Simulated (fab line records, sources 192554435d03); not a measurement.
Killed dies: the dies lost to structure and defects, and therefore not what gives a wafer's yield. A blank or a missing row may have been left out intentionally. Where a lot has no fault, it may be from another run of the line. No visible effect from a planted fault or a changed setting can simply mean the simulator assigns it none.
Matching of chambers | flow n5-finfet | N5_BEOL_M6_ETCH_72 on rie-diel-05: 4 sister chambers
The step etches underlayer in N2/H2, target depth 6.5 nm, time 5.2 s. 18 wafers are shown with their chamber, then 9 later ones without.

## WAFERS WITH THEIR CHAMBER
wafer  | chamber | showerhead-plenum-p-Torr (Torr) | throttle-valve-pct (%) | drypump-motor-current-A (A)
L075.1 | 1       | 2.47                            | 17.58                  | 6.2
L075.2 | 3       | 2.48                            | 17.36                  | 5.6
L075.6 | 2       | 2.63                            | 18.04                  | 5.6
L078.2 | 0       | 2.57                            | 17.76                  | 5.4
L078.3 | 3       | 2.47                            | 17.38                  | 5.6
L078.6 | 0       | 2.57                            | 17.71                  | 5.4
L081.1 | 2       | 2.63                            | 18.06                  | 5.6
L081.2 | 3       | 2.47                            | 17.41                  | 5.6
L081.6 | 1       | 2.47                            | 17.60                  | 6.2
L082.1 | 2       | 2.63                            | 18.09                  | 5.6
L082.3 | 1       | 2.47                            | 17.63                  | 6.2
L082.4 | 0       | 2.56                            | 17.74                  | 5.3
L085.1 | 1       | 2.46                            | 17.63                  | 6.2
L085.4 | 2       | 2.63                            | 18.06                  | 5.7
L085.6 | 0       | 2.56                            | 17.74                  | 5.4
L089.2 | 1       | 2.46                            | 17.63                  | 6.1
L089.3 | 0       | 2.56                            | 17.77                  | 5.3
L089.5 | 1       | 2.46                            | 17.63                  | 6.1

SIGNATURES (means of the wafers above)
reading                  | chamber 0 | chamber 1 | chamber 2 | chamber 3 | scatter within a chamber
showerhead-plenum-p-Torr | 2.5640    | 2.4650    | 2.6300    | 2.4733    | 0.0049
throttle-valve-pct       | 17.7440   | 17.6167   | 18.0625   | 17.3833   | 0.0224
drypump-motor-current-A  | 5.360     | 6.167     | 5.625     | 5.600     | 0.0484
Rule: a wafer's distance from a chamber is the root of the sum, over the readings, of the square of ((its reading less the chamber's mean) divided by the reading's scatter). If the next closest chamber is less than 2 further off than the closest, the wafer can't be placed; otherwise it belongs to the closest. The scatter is the square root of a quotient: the sum, over the shown wafers, of each reading's squared deviation from its chamber's mean, divided by wafers minus chambers.

## WAFERS WHOSE CHAMBER IS MISSING
wafer  | showerhead-plenum-p-Torr (Torr) | throttle-valve-pct (%) | drypump-motor-current-A (A)
L088.2 | 2.46                            | 17.45                  | 5.6
L088.3 | 2.46                            | 17.61                  | 6.2
L088.6 | 2.46                            | 17.44                  | 5.5
L094.1 | 2.56                            | 17.79                  | 5.3
L094.3 | 2.62                            | 18.12                  | 5.6
L094.4 | 2.46                            | 17.63                  | 6.2
L096.2 | 2.55                            | 17.78                  | 5.4
L096.5 | 2.46                            | 17.44                  | 5.6
L096.6 | 2.55                            | 17.80                  | 5.4

## WHICH CHAMBER EACH WENT THROUGH
wafer  | from the rows above | in truth
L088.2 | 3                   | 3
L088.3 | 1                   | 1
L088.6 | 3                   | 3
L094.1 | 0                   | 0
L094.3 | 2                   | 2
L094.4 | 1                   | 1
L096.2 | 0                   | 0
L096.5 | 3                   | 3
L096.6 | 0                   | 0
Placed correctly: 9 of 9. From these rows, 0 cannot be placed. Placed wrongly: 0.
